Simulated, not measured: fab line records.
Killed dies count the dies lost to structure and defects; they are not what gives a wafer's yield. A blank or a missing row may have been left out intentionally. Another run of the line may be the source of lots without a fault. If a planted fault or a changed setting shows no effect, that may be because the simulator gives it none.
Split-lot trial -- flow n5-finfet -- on a route of 1938 steps: 7 lots, 21 wafers read

== THE SPLIT ITSELF ==
At N5_BEOL_M11_ILD_DEP_00 (deposits SiCOH lowk from DEMS/porogen, target thk 308.51 nm, time 58 s), the setting time-s was moved away from the recipe's 58 s on 10 of the 21 wafers read, by +5.3% to +13.4%. This setting was run at the recipe's value on the other wafers.

== FROM THE SPLIT TO THE READING: what the file shows between them, 1 step ==
- N5_BEOL_M11_CURE_71: cures SiCOH lowk, time 240 s

== THE READING ==
At N5_BEOL_M11_THK_MEAS_01: M11_ILD_THK, given in nm. Fault-free wafers of this fab line usually give 268 nm, standard deviation 4.4 nm.

wafer,"tool, chamber at the split","time-s as run, s",against the recipe,"M11_ILD_THK, nm",against lot-mates on the recipe
L074.1,"pecvd-02, 0",58,recipe,258,-
L074.3,"pecvd-02, 0",65.02,+12.1%,292,+30
L074.4,"pecvd-02, 2",58,recipe,265,-
L077.1,"pecvd-03, 2",65.48,+12.9%,305,+34
L077.2,"pecvd-03, 1",65.48,+12.9%,299,+28
L077.4,"pecvd-03, 1",58,recipe,271,-
L080.3,"pecvd-04, 0",58,recipe,267,-
L080.4,"pecvd-04, 2",58,recipe,270,-
L080.5,"pecvd-04, 0",62.98,+8.6%,291,+22
L085.2,"pecvd-04, 2",58,recipe,263,-
L085.3,"pecvd-04, 1",58,recipe,261,-
L085.4,"pecvd-04, 2",58,recipe,266,-
L092.1,"pecvd-03, 1",61.05,+5.3%,275,no lot-mate on the recipe
L092.2,"pecvd-03, 0",61.05,+5.3%,282,no lot-mate on the recipe
L092.4,"pecvd-03, 1",61.05,+5.3%,280,no lot-mate on the recipe
L093.1,"pecvd-03, 2",62.68,+8.1%,285,+20
L093.3,"pecvd-03, 0",58,recipe,265,-
L093.4,"pecvd-03, 0",62.68,+8.1%,293,+28
L095.1,"pecvd-03, 0",58,recipe,267,-
L095.2,"pecvd-03, 1",58,recipe,262,-
L095.5,"pecvd-03, 2",65.8,+13.4%,306,+42

FIT RESULTS
A straight line over all 21 wafers: M11_ILD_THK changes by +2.82 nm for each +1% of time-s; r = +0.97; the points scatter about the line by 3.9 nm.
The same after taking each lot's own level away (the mean of its wafers on the recipe; 18 wafers): +2.66 nm for each +1%; r = +0.98; scatter 3.3 nm.
Per that fit: largest time-s move, reading shift of 36 nm.
From 261.5 to 271.0 nm: that is the span of the lots' own levels, equal to 2.2 times the standard deviation above.
Hence the lot-to-lot level has little effect on the slope; both slopes agree.
Check: for one of the wafers moved furthest among these (+13.4%), held out of the fit, the line's prediction against its lot-mates is +34.4 nm. Against them it came out at +41.5 nm.

== ADDITIONAL SPLITS CARRIED BY THESE WAFERS ==
These wafers also went through other splits before the reading. Each is held against what the fit with the lots' levels taken away leaves over:
other split on the same wafers,wafers away from the commonest value,r with M11_ILD_THK (lot level and that fit taken away)
N5_BEOL_M10_COAT_05 spin-rpm,6,+0.18

== THE WHOLE CHAIN: every reading that the file lists as answering this split, in the file's order ==
step,what it does,reading,change (the file's fit),r (the file's)
N5_BEOL_M11_ILD_DEP_00,"deposits SiCOH lowk from DEMS/porogen, target thk 308.51 nm, time 58 s","SiCOH_lowk_of_BEOL_M11_ILD_DEP_00.thk-nm (the simulator's own value, which no gauge read)",+3.05 nm for each +1% of the setting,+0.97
N5_BEOL_M11_CURE_71,"cures SiCOH lowk, time 240 s","SiCOH_lowk_of_BEOL_M11_ILD_DEP_00.thk-nm (the simulator's own value, which no gauge read)",+2.69 nm for each +1% of the setting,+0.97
N5_BEOL_M11_THK_MEAS_01,,M11_ILD_THK,+2.69 for each +1% of the setting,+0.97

== FILE'S OWN FIT ==
M11_ILD_THK changes by +2.69 nm for each +1% of time-s, r = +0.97.
